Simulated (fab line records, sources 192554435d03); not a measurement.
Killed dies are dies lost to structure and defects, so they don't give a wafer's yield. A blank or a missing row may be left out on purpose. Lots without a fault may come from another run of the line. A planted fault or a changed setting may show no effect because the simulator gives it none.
Which tool did it? | flow n5_finfet | 24 lots, 72 wafers sampled, at 6 steps of a route of 1938

WHAT THE GAUGES READ, wafer by wafer
The record holds no reading of a measuring or inspecting step that can be judged against a usual standard deviation.

WHICH TOOL RAN EACH LOT (tool, then ch and the chambers of the sampled wafers, then the start)
lot  | N5_BEOL_M3_ETCHBACK_99             | N5_BEOL_M3_PRE_CLEAN_45      | N5_BEOL_M3_SPUTTER_48        | N5_BEOL_M3_ANNEAL_49         | N5_BEOL_M3_SPUTTER_81        | N5_BEOL_M3_SPUTTER_96
L074 | rie_diel-06 ch 0,1,2, day 7 04:38  | pvd_sputter-01, day 7 05:40  | pvd_sputter-01, day 7 06:12  | pvd_sputter-01, day 7 06:17  | pvd_sputter-01, day 7 06:38  | pvd_sputter-01, day 7 07:58
L075 | rie_diel-02 ch 0,3, day 7 07:13    | pvd_sputter-01, day 7 08:28  | pvd_sputter-01, day 7 09:01  | pvd_sputter-01, day 7 09:06  | pvd_sputter-01, day 7 09:28  | pvd_sputter-01, day 7 10:47
L076 | rie_diel-02 ch 0,2,3, day 7 11:57  | pvd_sputter-02, day 7 12:49  | pvd_sputter-03, day 7 13:49  | pvd_sputter-03, day 7 13:53  | pvd_sputter-03, day 7 14:15  | pvd_sputter-03, day 7 23:28
L077 | rie_diel-06 ch 1,3, day 7 23:21    | pvd_sputter-02, day 8 00:01  | pvd_sputter-03, day 8 02:15  | pvd_sputter-03, day 8 02:20  | pvd_sputter-03, day 8 02:41  | pvd_sputter-03, day 8 04:01
L078 | rie_diel-02 ch 0,2, day 8 08:41    | pvd_sputter-03, day 8 09:40  | pvd_sputter-01, day 8 10:17  | pvd_sputter-01, day 8 10:22  | pvd_sputter-01, day 8 10:44  | pvd_sputter-01, day 8 12:03
L079 | rie_diel-02 ch 0,2, day 8 20:16    | pvd_sputter-02, day 8 21:10  | pvd_sputter-03, day 8 21:51  | pvd_sputter-03, day 8 21:56  | pvd_sputter-03, day 8 22:17  | pvd_sputter-03, day 8 23:37
L080 | rie_diel-01 ch 2,3, day 9 04:56    | pvd_sputter-01, day 9 05:56  | pvd_sputter-01, day 9 06:28  | pvd_sputter-01, day 9 06:32  | pvd_sputter-01, day 9 06:54  | pvd_sputter-01, day 9 08:13
L081 | rie_diel-06 ch 1,3, day 9 05:25    | pvd_sputter-03, day 9 06:19  | pvd_sputter-01, day 9 08:49  | pvd_sputter-01, day 9 08:54  | pvd_sputter-01, day 9 09:16  | pvd_sputter-01, day 9 10:35
L082 | rie_diel-01 ch 0,1,2, day 9 11:25  | pvd_sputter-03, day 9 12:02  | pvd_sputter-01, day 9 12:35  | pvd_sputter-01, day 9 12:40  | pvd_sputter-01, day 9 13:01  | pvd_sputter-01, day 9 14:20
L083 | rie_diel-06 ch 0,1, day 9 11:26    | pvd_sputter-02, day 9 12:08  | pvd_sputter-03, day 9 14:00  | pvd_sputter-03, day 9 14:05  | pvd_sputter-03, day 9 14:26  | pvd_sputter-03, day 9 15:46
L084 | rie_diel-01 ch 0,1,2, day 9 23:24  | pvd_sputter-03, day 10 00:17 | pvd_sputter-02, day 10 01:03 | pvd_sputter-02, day 10 01:08 | pvd_sputter-02, day 10 01:29 | pvd_sputter-02, day 10 02:49
L085 | rie_diel-01 ch 0,1,2, day 10 04:33 | pvd_sputter-01, day 10 05:17 | pvd_sputter-02, day 10 06:15 | pvd_sputter-02, day 10 06:20 | pvd_sputter-02, day 10 06:41 | pvd_sputter-02, day 10 08:01
L086 | rie_diel-01 ch 1,3, day 10 12:20   | pvd_sputter-01, day 10 13:28 | pvd_sputter-01, day 10 14:32 | pvd_sputter-01, day 10 14:37 | pvd_sputter-01, day 10 14:58 | pvd_sputter-01, day 10 16:17
L087 | rie_diel-06 ch 1,2,3, day 10 19:18 | pvd_sputter-01, day 10 20:33 | pvd_sputter-02, day 10 21:06 | pvd_sputter-02, day 10 21:11 | pvd_sputter-02, day 10 21:32 | pvd_sputter-02, day 10 22:52
L088 | rie_diel-02 ch 1,2,3, day 10 19:26 | pvd_sputter-02, day 10 20:56 | pvd_sputter-01, day 10 21:38 | pvd_sputter-01, day 10 21:43 | pvd_sputter-01, day 10 22:04 | pvd_sputter-01, day 10 23:23
L089 | rie_diel-01 ch 0,2, day 11 08:18   | pvd_sputter-01, day 11 09:15 | pvd_sputter-03, day 11 10:22 | pvd_sputter-03, day 11 10:26 | pvd_sputter-03, day 11 10:48 | pvd_sputter-03, day 11 12:07
L090 | rie_diel-02 ch 0,1,3, day 11 13:33 | pvd_sputter-02, day 11 14:23 | pvd_sputter-03, day 11 15:22 | pvd_sputter-03, day 11 15:28 | pvd_sputter-03, day 11 15:52 | pvd_sputter-03, day 11 17:15
L091 | rie_diel-02 ch 0,1,2, day 11 17:29 | pvd_sputter-03, day 11 18:07 | pvd_sputter-01, day 11 19:17 | pvd_sputter-01, day 11 19:22 | pvd_sputter-01, day 11 19:44 | pvd_sputter-01, day 11 21:03
L093 | rie_diel-01 ch 0,2,3, day 11 17:29 | pvd_sputter-01, day 11 18:07 | pvd_sputter-02, day 11 19:15 | pvd_sputter-02, day 11 19:20 | pvd_sputter-02, day 11 19:44 | pvd_sputter-02, day 11 21:07
L092 | rie_diel-02 ch 0,1,2, day 11 22:10 | pvd_sputter-01, day 11 23:04 | pvd_sputter-02, day 11 23:55 | pvd_sputter-02, day 12 00:00 | pvd_sputter-02, day 12 00:22 | pvd_sputter-02, day 12 01:41
L094 | rie_diel-06 ch 0,1,3, day 13 04:05 | pvd_sputter-03, day 13 04:53 | pvd_sputter-03, day 13 05:29 | pvd_sputter-03, day 13 05:34 | pvd_sputter-03, day 13 05:55 | pvd_sputter-03, day 13 07:14
L095 | rie_diel-06 ch 2,3, day 13 07:11   | pvd_sputter-01, day 13 08:13 | pvd_sputter-03, day 13 08:55 | pvd_sputter-03, day 13 09:00 | pvd_sputter-03, day 13 09:22 | pvd_sputter-03, day 13 10:41
L096 | rie_diel-01 ch 1,2,3, day 13 07:34 | pvd_sputter-01, day 13 08:46 | pvd_sputter-01, day 13 09:37 | pvd_sputter-01, day 13 09:42 | pvd_sputter-01, day 13 10:04 | pvd_sputter-01, day 13 11:23
L097 | rie_diel-06 ch 0,1,3, day 13 10:19 | pvd_sputter-03, day 13 11:11 | pvd_sputter-02, day 13 11:53 | pvd_sputter-02, day 13 11:58 | pvd_sputter-02, day 13 12:19 | pvd_sputter-02, day 13 13:38
- N5_BEOL_M3_ETCHBACK_99: etches SiO2 in CHF3, target depth 5 nm, time 10.4 s.
- N5_BEOL_M3_PRE_CLEAN_45: time 30 s.
- N5_BEOL_M3_SPUTTER_48: material Cu, target thk 4.5 nm, time 8.29 s.
- N5_BEOL_M3_ANNEAL_49: time 240 s.
- N5_BEOL_M3_SPUTTER_81: material Cu, target thk 4.5 nm, time 8.29 s.
- N5_BEOL_M3_SPUTTER_96: material Cu, target thk 4.5 nm, time 8.29 s.

WHAT THE TOOLS THEMSELVES READ (means of the sampled wafers that have a number; where no wafer has one, the mark that the record gives instead)
N5_BEOL_M3_ETCHBACK_99. Usual: drypump_motor_current_A 5.7 A, standard deviation 0.4; oes_ar_750_au 0.78 a.u., standard deviation 0.093; oes_f_703_au 0.79 a.u., standard deviation 0.094; oes_product_au 0.78 a.u., standard deviation 0.097; rf_vpp_V 240 V, standard deviation 3.6; showerhead_plenum_p_Torr 2.16 Torr, standard deviation 0.066; throttle_valve_pct 17.08 %, standard deviation 0.25.
lot  | tool        | drypump_motor_current_A (A) | oes_ar_750_au (a.u.) | oes_f_703_au (a.u.) | oes_product_au (a.u.) | rf_vpp_V (V) | showerhead_plenum_p_Torr (Torr) | throttle_valve_pct (%) | flag
L074 | rie_diel-06 | 5.5                         | 0.70                 | 0.71                | 0.69                  | 240          | 2.16                            | 17.20                  |
L075 | rie_diel-02 | 6.2                         | 0.68                 | 0.68                | 0.68                  | 235          | 2.10                            | 17.31                  |
L076 | rie_diel-02 | 6.0                         | 0.71                 | 0.71                | 0.69                  | 238          | 2.13                            | 17.29                  |
L077 | rie_diel-06 | 5.5                         | 0.83                 | 0.83                | 0.83                  | 242          | 2.17                            | 16.90                  |
L078 | rie_diel-02 | 5.9                         | 0.72                 | 0.71                | 0.70                  | 241          | 2.10                            | 17.49                  |
L079 | rie_diel-02 | 5.9                         | 0.71                 | 0.71                | 0.70                  | 240          | 2.10                            | 17.49                  |
L080 | rie_diel-01 | 5.8                         | 0.79                 | 0.80                | 0.79                  | 238          | 2.22                            | 16.92                  |
L081 | rie_diel-06 | 5.5                         | 0.74                 | 0.74                | 0.74                  | 242          | 2.14                            | 17.01                  |
L082 | rie_diel-01 | 5.8                         | 0.80                 | 0.79                | 0.80                  | 241          | 2.15                            | 17.05                  |
L083 | rie_diel-06 | 5.7                         | 0.77                 | 0.77                | 0.77                  | 241          | 2.12                            | 17.00                  |
L084 | rie_diel-01 | 5.8                         | 0.80                 | 0.79                | 0.79                  | 242          | 2.15                            | 17.06                  |
L085 | rie_diel-01 | 5.8                         | 0.79                 | 0.79                | 0.79                  | 241          | 2.14                            | 17.07                  |
L086 | rie_diel-01 | 6.2                         | 0.84                 | 0.83                | 0.84                  | 242          | 2.16                            | 16.95                  |
L087 | rie_diel-06 | 5.4                         | 0.85                 | 0.85                | 0.86                  | 242          | 2.18                            | 16.98                  |
L088 | rie_diel-02 | 5.8                         | 0.71                 | 0.71                | 0.69                  | 234          | 2.12                            | 17.04                  |
L089 | rie_diel-01 | 5.5                         | 0.76                 | 0.76                | 0.75                  | 240          | 2.16                            | 17.22                  |
L090 | rie_diel-02 | 5.8                         | 0.80                 | 0.80                | 0.79                  | 238          | 2.16                            | 17.10                  |
L091 | rie_diel-02 | 5.6                         | 0.82                 | 0.81                | 0.80                  | 238          | 2.19                            | 17.09                  |
L093 | rie_diel-01 | 5.6                         | 0.76                 | 0.77                | 0.76                  | 240          | 2.18                            | 17.08                  |
L092 | rie_diel-02 | 5.6                         | 0.81                 | 0.81                | 0.81                  | 239          | 2.19                            | 17.11                  |
L094 | rie_diel-06 | 5.6                         | 0.89                 | 0.90                | 0.89                  | 240          | 2.13                            | 16.81                  |
L095 | rie_diel-06 | 5.3                         | 0.75                 | 0.74                | 0.74                  | 241          | 2.21                            | 17.27                  |
L096 | rie_diel-01 | 6.0                         | 0.78                 | 0.78                | 0.78                  | 240          | 2.16                            | 16.97                  |
L097 | rie_diel-06 | 5.6                         | 0.88                 | 0.89                | 0.88                  | 240          | 2.13                            | 16.80                  |

N5_BEOL_M3_PRE_CLEAN_45. Usual: heater_power_w 329 W, standard deviation 43.
lot  | tool           | heater_power_w (W) | flag
L074 | pvd_sputter-01 | 311                |
L075 | pvd_sputter-01 | 325                |
L076 | pvd_sputter-02 | 309                |
L077 | pvd_sputter-02 | 375                |
L078 | pvd_sputter-03 | 304                |
L079 | pvd_sputter-02 | 343                |
L080 | pvd_sputter-01 | 331                |
L081 | pvd_sputter-03 | 310                |
L082 | pvd_sputter-03 | 305                |
L083 | pvd_sputter-02 | 400                |
L084 | pvd_sputter-03 | 313                |
L085 | pvd_sputter-01 | 329                |
L086 | pvd_sputter-01 | 322                |
L087 | pvd_sputter-01 | 320                |
L088 | pvd_sputter-02 | 364                |
L089 | pvd_sputter-01 | 327                |
L090 | pvd_sputter-02 | 368                |
L091 | pvd_sputter-03 | 317                |
L093 | pvd_sputter-01 | 325                |
L092 | pvd_sputter-01 | 338                |
L094 | pvd_sputter-03 | 308                |
L095 | pvd_sputter-01 | 329                |
L096 | pvd_sputter-01 | 323                |
L097 | pvd_sputter-03 | 325                |

N5_BEOL_M3_SPUTTER_48. Usual: chuck_gas_flow_sccm 1.28 sccm, standard deviation 0.049; throttle_valve_pct 30.0 %, standard deviation 1.1.
lot  | tool           | chuck_gas_flow_sccm (sccm) | throttle_valve_pct (%) | flag
L074 | pvd_sputter-01 | 1.31                       | 29.3                   |
L075 | pvd_sputter-01 | 1.25                       | 29.3                   |
L076 | pvd_sputter-03 | 1.32                       | 30.3                   |
L077 | pvd_sputter-03 | 1.31                       | 30.8                   |
L078 | pvd_sputter-01 | 1.26                       | 28.8                   |
L079 | pvd_sputter-03 | 1.30                       | 30.7                   |
L080 | pvd_sputter-01 | 1.28                       | 29.2                   |
L081 | pvd_sputter-01 | 1.24                       | 29.7                   |
L082 | pvd_sputter-01 | 1.24                       | 28.9                   |
L083 | pvd_sputter-03 | 1.24                       | 30.1                   |
L084 | pvd_sputter-02 | 1.29                       | 31.0                   |
L085 | pvd_sputter-02 | 1.28                       | 30.3                   |
L086 | pvd_sputter-01 | 1.23                       | 28.7                   |
L087 | pvd_sputter-02 | 1.33                       | 30.2                   |
L088 | pvd_sputter-01 | 1.27                       | 29.0                   |
L089 | pvd_sputter-03 | 1.27                       | 30.7                   |
L090 | pvd_sputter-03 | 1.26                       | 30.8                   |
L091 | pvd_sputter-01 | 1.31                       | 29.1                   |
L093 | pvd_sputter-02 | 1.31                       | 29.9                   |
L092 | pvd_sputter-02 | 1.31                       | 30.3                   |
L094 | pvd_sputter-03 | 1.24                       | 31.0                   |
L095 | pvd_sputter-03 | 1.31                       | 30.7                   |
L096 | pvd_sputter-01 | 1.29                       | 28.9                   |
L097 | pvd_sputter-02 | 1.26                       | 30.1                   |

N5_BEOL_M3_ANNEAL_49. Usual: heater_power_w 827 W, standard deviation 110.
lot  | tool           | heater_power_w (W) | flag
L074 | pvd_sputter-01 | 808                |
L075 | pvd_sputter-01 | 835                |
L076 | pvd_sputter-03 | 805                |
L077 | pvd_sputter-03 | 752                |
L078 | pvd_sputter-01 | 849                |
L079 | pvd_sputter-03 | 781                |
L080 | pvd_sputter-01 | 803                |
L081 | pvd_sputter-01 | 782                |
L082 | pvd_sputter-01 | 841                |
L083 | pvd_sputter-03 | 775                |
L084 | pvd_sputter-02 | 1045               |
L085 | pvd_sputter-02 | 918                |
L086 | pvd_sputter-01 | 827                |
L087 | pvd_sputter-02 | 822                |
L088 | pvd_sputter-01 | 863                |
L089 | pvd_sputter-03 | 773                |
L090 | pvd_sputter-03 | 775                |
L091 | pvd_sputter-01 | 797                |
L093 | pvd_sputter-02 | 976                |
L092 | pvd_sputter-02 | 829                |
L094 | pvd_sputter-03 | 778                |
L095 | pvd_sputter-03 | 756                |
L096 | pvd_sputter-01 | 839                |
L097 | pvd_sputter-02 | 832                |

N5_BEOL_M3_SPUTTER_81. Usual: chuck_gas_flow_sccm 1.27 sccm, standard deviation 0.05; throttle_valve_pct 30.1 %, standard deviation 1.1.
lot  | tool           | chuck_gas_flow_sccm (sccm) | throttle_valve_pct (%) | flag
L074 | pvd_sputter-01 | 1.28                       | 29.4                   |
L075 | pvd_sputter-01 | 1.20                       | 29.2                   |
L076 | pvd_sputter-03 | 1.28                       | 30.4                   |
L077 | pvd_sputter-03 | 1.27                       | 30.6                   |
L078 | pvd_sputter-01 | 1.29                       | 28.8                   |
L079 | pvd_sputter-03 | 1.30                       | 30.8                   |
L080 | pvd_sputter-01 | 1.23                       | 29.1                   |
L081 | pvd_sputter-01 | 1.28                       | 29.9                   |
L082 | pvd_sputter-01 | 1.27                       | 28.8                   |
L083 | pvd_sputter-03 | 1.25                       | 30.1                   |
L084 | pvd_sputter-02 | 1.27                       | 31.0                   |
L085 | pvd_sputter-02 | 1.29                       | 30.3                   |
L086 | pvd_sputter-01 | 1.29                       | 28.8                   |
L087 | pvd_sputter-02 | 1.22                       | 30.2                   |
L088 | pvd_sputter-01 | 1.28                       | 28.8                   |
L089 | pvd_sputter-03 | 1.26                       | 30.8                   |
L090 | pvd_sputter-03 | 1.28                       | 30.9                   |
L091 | pvd_sputter-01 | 1.28                       | 29.1                   |
L093 | pvd_sputter-02 | 1.34                       | 30.0                   |
L092 | pvd_sputter-02 | 1.28                       | 30.2                   |
L094 | pvd_sputter-03 | 1.18                       | 30.9                   |
L095 | pvd_sputter-03 | 1.31                       | 30.9                   |
L096 | pvd_sputter-01 | 1.32                       | 28.7                   |
L097 | pvd_sputter-02 | 1.27                       | 30.2                   |

N5_BEOL_M3_SPUTTER_96. Usual: chuck_gas_flow_sccm 1.26 sccm, standard deviation 0.052; throttle_valve_pct 30.0 %, standard deviation 1.1.
lot  | tool           | chuck_gas_flow_sccm (sccm) | throttle_valve_pct (%) | flag
L074 | pvd_sputter-01 | 1.20                       | 29.4                   |
L075 | pvd_sputter-01 | 1.26                       | 29.2                   |
L076 | pvd_sputter-03 | 1.27                       | 30.4                   |
L077 | pvd_sputter-03 | 1.34                       | 30.6                   |
L078 | pvd_sputter-01 | 1.28                       | 28.8                   |
L079 | pvd_sputter-03 | 1.26                       | 30.8                   |
L080 | pvd_sputter-01 | 1.19                       | 29.1                   |
L081 | pvd_sputter-01 | 1.26                       | 29.7                   |
L082 | pvd_sputter-01 | 1.28                       | 28.8                   |
L083 | pvd_sputter-03 | 1.26                       | 30.1                   |
L084 | pvd_sputter-02 | 1.27                       | 30.9                   |
L085 | pvd_sputter-02 | 1.28                       | 30.3                   |
L086 | pvd_sputter-01 | 1.25                       | 28.8                   |
L087 | pvd_sputter-02 | 1.26                       | 30.1                   |
L088 | pvd_sputter-01 | 1.26                       | 28.9                   |
L089 | pvd_sputter-03 | 1.24                       | 30.9                   |
L090 | pvd_sputter-03 | 1.27                       | 30.9                   |
L091 | pvd_sputter-01 | 1.28                       | 29.0                   |
L093 | pvd_sputter-02 | 1.22                       | 30.1                   |
L092 | pvd_sputter-02 | 1.26                       | 30.1                   |
L094 | pvd_sputter-03 | 1.26                       | 30.7                   |
L095 | pvd_sputter-03 | 1.35                       | 30.9                   |
L096 | pvd_sputter-01 | 1.20                       | 28.8                   |
L097 | pvd_sputter-02 | 1.30                       | 30.1                   |

THE ANSWER, worked out from the rows above alone
Rule: a lot is off if the mean of its wafers that have a number lies more than 3 standard deviations from the usual mean. A lot without any number at a reading at which 4 lots or more have one is off too. The other lots that the step has rows for count as sound. The gauges are gone through in route order, then the tools' own readings, and for those a lot's mean is taken as printed above. The first step at which some lot is off is used, and at that step the reading that is off furthest; a lot without a number counts as furthest.
No lot is off at any reading shown: from this, nothing can be told.

WHAT THE SIMULATOR HAD PUT IN
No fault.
